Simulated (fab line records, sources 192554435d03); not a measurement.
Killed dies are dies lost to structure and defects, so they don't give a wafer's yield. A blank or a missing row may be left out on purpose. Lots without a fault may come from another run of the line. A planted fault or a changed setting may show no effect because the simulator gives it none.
Split-lot experiment | flow n5_finfet | 7 lots, 21 wafers read, on a route of 1938 steps

THE SPLIT
At N5_BEOL_M9_COAT_22 (resist thk 30 nm), the setting spin_rpm was moved away from the recipe's 1500 rpm on 7 of the 21 wafers read, by -9.6% to +9.8%. The other wafers ran this setting at the recipe's value.

FROM THE SPLIT TO THE READING: what the file shows between them, 2 steps
- N5_BEOL_M9_EBR_24
- N5_BEOL_M9_SOFTBAKE_23: time 60 s

THE READING
CAR-EUV_of_BEOL_M9_COAT_22.thk_nm (the simulator's own value, which no gauge read), in nm, at N5_BEOL_M9_DESCUM_33 (chemistry O2, time 7 s). The file gives no usual value for it. The 14 wafers here that ran the recipe average 26.1 nm, standard deviation 0.096 nm.

wafer  | tool, chamber at the split | spin_rpm as run, rpm | against the recipe | CAR-EUV_of_BEOL_M9_COAT_22.thk_nm, nm | against lot-mates on the recipe
L074.1 | litho_track-01, 0          | 1500                 | recipe             | 26.2                                  | -
L074.3 | litho_track-01, 0          | 1619                 | +7.9%              | 25.2                                  | -1.0
L074.5 | litho_track-01, 0          | 1619                 | +7.9%              | 25.2                                  | -1.0
L078.1 | litho_track-02, 0          | 1500                 | recipe             | 26.2                                  | -
L078.5 | litho_track-02, 0          | 1500                 | recipe             | 26.2                                  | -
L078.2 | litho_track-02, 0          | 1356                 | -9.6%              | 27.8                                  | +1.6
L080.1 | litho_track-05, 0          | 1500                 | recipe             | 26.2                                  | -
L080.3 | litho_track-05, 0          | 1500                 | recipe             | 26.2                                  | -
L080.4 | litho_track-05, 0          | 1500                 | recipe             | 26.2                                  | -
L086.1 | litho_track-02, 0          | 1647                 | +9.8%              | 24.8                                  | -1.3
L086.3 | litho_track-02, 0          | 1500                 | recipe             | 26.2                                  | -
L086.4 | litho_track-02, 0          | 1500                 | recipe             | 26                                    | -
L088.1 | litho_track-01, 0          | 1358                 | -9.5%              | 27.8                                  | no lot-mate on the recipe
L088.2 | litho_track-01, 0          | 1358                 | -9.5%              | 27.8                                  | no lot-mate on the recipe
L088.3 | litho_track-01, 0          | 1358                 | -9.5%              | 27.8                                  | no lot-mate on the recipe
L087.1 | litho_track-02, 0          | 1500                 | recipe             | 26.2                                  | -
L087.3 | litho_track-02, 0          | 1500                 | recipe             | 26.2                                  | -
L087.2 | litho_track-02, 0          | 1500                 | recipe             | 26                                    | -
L096.2 | litho_track-05, 0          | 1500                 | recipe             | 26                                    | -
L096.3 | litho_track-05, 0          | 1500                 | recipe             | 26                                    | -
L096.6 | litho_track-05, 0          | 1500                 | recipe             | 26                                    | -

THE FIT
A straight line over all 21 wafers: CAR-EUV_of_BEOL_M9_COAT_22.thk_nm changes by -0.155 nm for each +1% of spin_rpm; r = -0.99; the points scatter about the line by 0.14 nm.
The same after taking each lot's own level away (the mean of its wafers on the recipe; 18 wafers): -0.142 nm for each +1%; r = -0.99; scatter 0.088 nm.
On that fit, the largest move of spin_rpm shifts the reading by 1.4 nm.
The lots' own levels span 26.00 to 26.20 nm, that is 2.1 times the standard deviation above.
So the lot-to-lot level changes the slope little: the two slopes agree.
Check: with one of the wafers moved furthest among these (+9.8%) left out of the fit, the line predicts -1.38 nm for it against its lot-mates. It came out at -1.3 nm against them.

OTHER SPLITS ON THESE WAFERS
These wafers also went through other splits before the reading. Each is held against what the fit with the lots' levels taken away leaves over:
other split on the same wafers     | wafers away from the commonest value | r with CAR-EUV_of_BEOL_M9_COAT_22.thk_nm (lot level and that fit taken away)
N5_BEOL_M8_TRENCH_ETCH_37 source_w | 11                                   | -0.18
N5_BEOL_M8_ALD_77 ald_cycles       | 6                                    | +0.21
N5_BEOL_M9_ETCH_62 source_w        | 7                                    | +0.17

THE WHOLE CHAIN: every reading that the file lists as answering this split, in the file's order
step                 | what it does           | reading                                                                            | change (the file's fit)               | r (the file's)
N5_BEOL_M9_COAT_22   | resist thk 30 nm       | CAR-EUV_of_BEOL_M9_COAT_22.thk_nm (the simulator's own value, which no gauge read) | -0.151 nm for each +1% of the setting | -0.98
N5_BEOL_M9_DESCUM_33 | chemistry O2, time 7 s | CAR-EUV_of_BEOL_M9_COAT_22.thk_nm (the simulator's own value, which no gauge read) | -0.143 nm for each +1% of the setting | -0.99

THE FILE'S OWN FIT
CAR-EUV_of_BEOL_M9_COAT_22.thk_nm changes by -0.143 nm for each +1% of spin_rpm, r = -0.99.
